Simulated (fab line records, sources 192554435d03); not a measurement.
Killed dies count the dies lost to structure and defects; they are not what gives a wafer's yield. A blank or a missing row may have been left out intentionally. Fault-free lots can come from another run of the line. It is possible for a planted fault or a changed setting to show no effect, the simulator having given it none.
The tool behind it: which one? || flow n5-finfet || 12 lots with 36 wafers sampled at 2 steps, on a route of 1938 steps

## WHAT EACH GAUGE READ, for each wafer
N5_BEOL_M2_OVL_MEAS_12.
{"lot": "L075", "measured": "day 6 21:02", "on": "overlay-02", "M2_OVL (nm)": "0.1 -1.1 0.3"}
{"lot": "L077", "measured": "day 7 04:49", "on": "overlay-02", "M2_OVL (nm)": "1.2 -0.7 0.0"}
{"lot": "L079", "measured": "day 7 14:56", "on": "overlay-02", "M2_OVL (nm)": "-1.1 -0.1 -0.5"}
{"lot": "L081", "measured": "day 8 08:17", "on": "overlay-02", "M2_OVL (nm)": "-0.1 0.9 0.1"}
{"lot": "L082", "measured": "day 8 23:16", "on": "overlay-01", "M2_OVL (nm)": "0.1 -0.7 -0.1"}
{"lot": "L085", "measured": "day 9 03:28", "on": "overlay-02", "M2_OVL (nm)": "1.8 1.6 1.0"}
{"lot": "L087", "measured": "day 9 22:30", "on": "overlay-02", "M2_OVL (nm)": "-0.9 -0.1 0.4"}
{"lot": "L090", "measured": "day 10 22:56", "on": "overlay-02", "M2_OVL (nm)": "-1.2 -0.5 -0.7"}
{"lot": "L091", "measured": "day 11 03:14", "on": "overlay-01", "M2_OVL (nm)": "0.7 -0.7 0.2"}
{"lot": "L092", "measured": "day 11 14:44", "on": "overlay-02", "M2_OVL (nm)": "-0.7 -0.5 -0.2"}
{"lot": "L096", "measured": "day 11 18:29", "on": "overlay-02", "M2_OVL (nm)": "-0.1 -0.2 -0.8"}
{"lot": "L097", "measured": "day 12 02:28", "on": "overlay-01", "M2_OVL (nm)": "0.1 0.4 0.7"}

## EACH LOT AND THE TOOL THAT RAN IT (in order: tool; ch and the chambers of the sampled wafers; start)
{"lot": "L075", "N5_BEOL_M1_ANNEAL_95": "pvd-sputter-03, day 6 18:01"}
{"lot": "L077", "N5_BEOL_M1_ANNEAL_95": "pvd-sputter-03, day 7 02:47"}
{"lot": "L079", "N5_BEOL_M1_ANNEAL_95": "pvd-sputter-01, day 7 10:45"}
{"lot": "L081", "N5_BEOL_M1_ANNEAL_95": "pvd-sputter-02, day 8 05:38"}
{"lot": "L082", "N5_BEOL_M1_ANNEAL_95": "pvd-sputter-01, day 8 19:42"}
{"lot": "L085", "N5_BEOL_M1_ANNEAL_95": "pvd-sputter-03, day 8 23:10"}
{"lot": "L087", "N5_BEOL_M1_ANNEAL_95": "pvd-sputter-03, day 9 18:35"}
{"lot": "L090", "N5_BEOL_M1_ANNEAL_95": "pvd-sputter-02, day 10 20:46"}
{"lot": "L091", "N5_BEOL_M1_ANNEAL_95": "pvd-sputter-02, day 11 01:16"}
{"lot": "L092", "N5_BEOL_M1_ANNEAL_95": "pvd-sputter-03, day 11 09:29"}
{"lot": "L096", "N5_BEOL_M1_ANNEAL_95": "pvd-sputter-03, day 11 16:23"}
{"lot": "L097", "N5_BEOL_M1_ANNEAL_95": "pvd-sputter-01, day 11 23:04"}
- N5_BEOL_M1_ANNEAL_95: time 240 s.

## THE ANSWER, worked out from the rows above alone
Rule: usual is defined by the lots themselves. The widest of any qualifying gaps counts: lots, ordered by their means at a reading, are off when they make up no more than a third of the lots, leave a main group of 4 or more, and stand apart from it by 3 or more times the standard deviation of that group's means. A main group is skipped when, at the precision printed for the reading in the tables above, its means are all equal. A lot without any number at a reading at which 4 lots or more have one is off too. Where the step has rows for the other lots, those lots are counted as sound.
Nothing can be told from this: no lot is off at any reading shown.

## WHAT THE SIMULATOR PUT IN
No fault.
